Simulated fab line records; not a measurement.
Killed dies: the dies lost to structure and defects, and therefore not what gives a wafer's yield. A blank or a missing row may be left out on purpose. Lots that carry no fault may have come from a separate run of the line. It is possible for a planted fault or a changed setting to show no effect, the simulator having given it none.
Split-lot experiment	flow n5 finfet	39 wafers read from 7 lots, route of 1938 steps

## SPLIT DETAILS
At N5_MIM_BOT_SPUTTER_00 (material TiN, target thk 35 nm, time 89.7 s), the setting target thk a was moved away from the recipe's 350 angstrom on 15 of the 39 wafers read, by -56.1% to -18.9%. This setting was run at the recipe's value on the other wafers.

The reading is taken at the split's own step.

## THE READING
TiN_of_MIM_BOT_SPUTTER_00.thk nm (the simulator's own value, which no gauge read), in nm, at N5_MIM_BOT_SPUTTER_00 (material TiN, target thk 35 nm, time 89.7 s). No usual value for it is given in the file. Across the 24 wafers here that went through the recipe, the average is 34.9 nm and the standard deviation 0.37 nm.

wafer	tool, chamber at the split	target thk a as run, angstrom	against the recipe	TiN_of_MIM_BOT_SPUTTER_00.thk nm, nm	against lot-mates on the recipe
L077.1	pvd sputter-03, -	350	recipe	35	-
L077.2	pvd sputter-03, -	350	recipe	35	-
L077.3	pvd sputter-03, -	350	recipe	35.4	-
L077.4	pvd sputter-03, -	350	recipe	35.2	-
L077.5	pvd sputter-03, -	350	recipe	35.2	-
L077.6	pvd sputter-03, -	350	recipe	35.2	-
L082.1	pvd sputter-03, -	188.4	-46.2%	18.6	-16.3
L082.2	pvd sputter-03, -	350	recipe	34.8	-
L082.4	pvd sputter-03, -	350	recipe	34.8	-
L082.3	pvd sputter-03, -	188.4	-46.2%	18.8	-16.1
L082.6	pvd sputter-03, -	188.4	-46.2%	18.8	-16.1
L082.5	pvd sputter-03, -	350	recipe	35	-
L083.1	pvd sputter-03, -	153.5	-56.1%	15.6	-19.7
L083.2	pvd sputter-03, -	350	recipe	35.4	-
L083.6	pvd sputter-03, -	350	recipe	35.4	-
L083.3	pvd sputter-03, -	153.5	-56.1%	15.4	-19.9
L083.4	pvd sputter-03, -	153.5	-56.1%	15.4	-19.9
L083.5	pvd sputter-03, -	350	recipe	35	-
L087.1	pvd sputter-01, -	203.2	-41.9%	19.8	-14.7
L087.6	pvd sputter-01, -	203.2	-41.9%	19.8	-14.7
L087.2	pvd sputter-01, -	203.2	-41.9%	19.4	-15.1
L087.3	pvd sputter-01, -	350	recipe	34.8	-
L087.4	pvd sputter-01, -	350	recipe	34.2	-
L087.5	pvd sputter-01, -	350	recipe	34.4	-
L088.1	pvd sputter-01, -	284	-18.9%	28	-6.3
L088.2	pvd sputter-01, -	284	-18.9%	27.8	-6.5
L088.3	pvd sputter-01, -	284	-18.9%	27.8	-6.5
L088.4	pvd sputter-01, -	350	recipe	34.4	-
L088.5	pvd sputter-01, -	350	recipe	34.4	-
L088.6	pvd sputter-01, -	350	recipe	34.2	-
L094.1	pvd sputter-02, -	350	recipe	35.2	-
L094.4	pvd sputter-02, -	350	recipe	35	-
L094.5	pvd sputter-02, -	350	recipe	35.4	-
L096.1	pvd sputter-03, -	281.7	-19.5%	28.6	-6.5
L096.3	pvd sputter-03, -	281.7	-19.5%	28.6	-6.5
L096.2	pvd sputter-03, -	350	recipe	35.2	-
L096.4	pvd sputter-03, -	350	recipe	35.2	-
L096.5	pvd sputter-03, -	281.7	-19.5%	28.2	-6.9
L096.6	pvd sputter-03, -	350	recipe	35	-

FIT RESULTS
A straight line over all 39 wafers: TiN_of_MIM_BOT_SPUTTER_00.thk nm changes by +0.352 nm for each +1% of target thk a; r = +1.00; the points scatter about the line by 0.39 nm.
The same after taking each lot's own level away (the mean of its wafers on the recipe; 39 wafers): +0.351 nm for each +1%; r = +1.00; scatter 0.17 nm.
According to that fit, moving target thk a by its largest amount changes the reading by 20 nm.
The lots' own levels span 34.33 to 35.27 nm, that is 2.5 times the standard deviation above.
The two slopes agree, so the slope changes little with the lot-to-lot level.
Check: -19.7 nm against its lot-mates is what the line predicts for one of the wafers moved furthest among these (-56.1%) when that wafer is left out of the fit. It came out at -19.7 nm against them.

## FURTHER SPLITS ON THESE WAFERS
Before the reading, these wafers also passed through other splits. Each is held against what the fit with the lots' levels taken away leaves over:
other split on the same wafers	wafers away from the commonest value	r with TiN_of_MIM_BOT_SPUTTER_00.thk nm (lot level and that fit taken away)
N5_BEOL_M15_TRENCH_ETCH_34 time s	12	-0.11

## FILE'S OWN FIT
TiN_of_MIM_BOT_SPUTTER_00.thk nm changes by +0.351 nm for each +1% of target thk a, r = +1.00.
